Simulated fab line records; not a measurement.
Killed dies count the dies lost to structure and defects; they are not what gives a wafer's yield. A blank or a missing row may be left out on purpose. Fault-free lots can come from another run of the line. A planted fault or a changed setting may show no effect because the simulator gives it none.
Struck lot and sound lot, side by side + flow n5_finfet + 19 steps out of a route of 1938
Sound: the wafers L201.1, L201.2, L201.5. Struck: wafer L208.3; the same lot's L208.4 was not struck, so it is left out; see the end for the cause.
Per side, at each step with rows, come the tool, then ch with its chambers, and then its first start. Under that, the readings that differ: sound wafers + struck wafers + difference of the means + sigmas: that difference in standard deviations of wafers without a fault.
alike: readings with means less than 2 such deviations apart, plus words and numbers identical on both sides. not compared: withheld readings, readings lacking a value on some wafer, bounds such as >300 that could conceal the same value, and numbers that have no deviation in the record and whose values overlap.
The two part at a step that has a row with sigmas, a row that says differs or no value, or rows on one side only. Numbers that don't overlap but have no deviation are shown without sigmas and don't part them. Lack of a reading on every wafer of one side parts them only where that side has two or more wafers.

N5_BEOL_M13_ETCH_67: etches SiARC in CF4, target depth 143 nm, time 238.3 s.
  sound on rie_diel-06 ch 0,1,3, day 12 18:51; struck on rie_diel-06 ch 1, day 14 23:22
| reading                         | sound          | struck | difference | sigmas |
|---------------------------------|----------------|--------|------------|--------|
| showerhead_plenum_p_Torr (Torr) | 2.08 2.05 2.27 | 2.27   | +0.14      | +2     |
  alike: drypump_motor_current_A, etch_rf_on_time_s, mfc_ar_sccm, oes_product_au, rf_vpp_V, throttle_valve_pct
  not compared: rf_hours_counter_h
N5_BEOL_M13_ETCH_68: etches SOC in N2/H2, time 355 s.
  sound on rie_diel-06 ch 0,1,3, day 12 18:59; struck on rie_diel-06 ch 1, day 14 23:31
| reading      | sound             | struck | difference | sigmas |
|--------------|-------------------|--------|------------|--------|
| rf_vpp_V (V) | 520.6 519.4 528.3 | 528.9  | +6.1       | +2     |
  alike: drypump_motor_current_A, oes_product_au, showerhead_plenum_p_Torr, throttle_valve_pct
  not compared: rf_hours_counter_h
then, 1 step without rows for these wafers: N5_BEOL_M13_STRIP_69 (strips in N2/H2).
N5_BEOL_M13_TRENCH_ETCH_34: etches SiOC in C4F8/O2/Ar, target depth 413.47 nm, time 162.6 s.
  sound on rie_diel-06 ch 0,1,3, day 12 19:13; struck on rie_diel-06 ch 1, day 14 23:44
| reading                         | sound             | struck | difference | sigmas |
|---------------------------------|-------------------|--------|------------|--------|
| he_inner_torr (Torr)            | 14.94 14.98 15.01 | 15.04  | +0.06      | +2     |
| rf_vpp_V (V)                    | 662 661 671       | 672    | +7         | +2     |
| showerhead_plenum_p_Torr (Torr) | 3.31 3.27 3.62    | 3.62   | +0.22      | +2     |
  alike: drypump_motor_current_A, mfc_ar_sccm, oes_product_au, throttle_valve_pct
  not compared: rf_hours_counter_h
then, 1 step without rows for these wafers: N5_BEOL_M13_STRIP_70 (strips in C4F8/O2/Ar).
N5_BEOL_M13_OCD_MEAS_35:
  sound on ocd-02, day 12 19:23; struck on ocd-02, day 14 23:55
  alike: trench_depth_nm
then, 4 steps without rows for these wafers: N5_BEOL_M13_STRIP_37 (strips in N2/H2); N5_BEOL_M13_ETCH_38 (etches SiCN in CF4/N2, target depth 67.5 nm, time 71.9 s); N5_BEOL_M13_PRECLEAN_39 (cleans in residue remover, time 60 s); N5_BEOL_M13_SRD_40 (time 30 s, dry time 30 s).
N5_BEOL_M13_DEGAS_41: time 60 s.
  sound on pvd_sputter-03, day 12 20:53; struck on pvd_sputter-02, day 15 01:09
  alike: heater_power_w
then, 1 step without rows for these wafers: N5_BEOL_M13_PRE_CLEAN_42 (time 30 s).
N5_BEOL_M13_SPUTTER_43: material TaN, target thk 15 nm, time 24.19 s.
  sound on pvd_sputter-03, day 12 20:58; struck on pvd_sputter-02, day 15 01:14
| reading                                      | sound        | struck | difference | sigmas |
|----------------------------------------------|--------------|--------|------------|--------|
| model.TaN_of_BEOL_M13_SPUTTER_43.thk_nm (nm) | 15.4 15 15.2 | 26.6   | +11.4      |        |
  alike: throttle_valve_pct
then, 1 step without rows for these wafers: N5_BEOL_M13_SPUTTER_44 (material Ta, target thk 10 nm, time 16.13 s).
N5_BEOL_M13_SPUTTER_45: material Cu, target thk 80 nm, time 13.33 s.
  sound on pvd_sputter-03, day 12 21:08; struck on pvd_sputter-02, day 15 01:23
  alike: throttle_valve_pct
then, 2 steps without rows for these wafers: N5_BEOL_M13_ECD_47 (material Cu, target thk 936 nm); N5_BEOL_M13_ANNEAL_48 (time 90 s).
N5_BEOL_M13_CMP_49: polishes, stops on SiOC, t overpolish 17.1 s, target thk 420 nm.
  sound on cmp-03 ch 0,1, day 12 21:50; struck on cmp-04 ch 2, day 15 02:29
| reading                      | sound          | struck | difference | sigmas |
|------------------------------|----------------|--------|------------|--------|
| barrier_field_endpoint_s (s) | 30.9 28.7 28.8 | 44.6   | +15.1      | +16    |
  alike: motor_current_A, platen_rpm
N5_BEOL_M13_THK_MEAS_50: measures by xrf.
  sound on film_metro-02, day 12 22:06; struck on film_metro-01, day 15 02:44
  alike: M13_THK

WHERE THEY PART
Last at N5_BEOL_M13_CMP_49 as far as this record goes, first at N5_BEOL_M13_ETCH_67. Later steps at which nothing parts them and some readings are alike: N5_BEOL_M13_THK_MEAS_50.

WHY: what the simulator had put in
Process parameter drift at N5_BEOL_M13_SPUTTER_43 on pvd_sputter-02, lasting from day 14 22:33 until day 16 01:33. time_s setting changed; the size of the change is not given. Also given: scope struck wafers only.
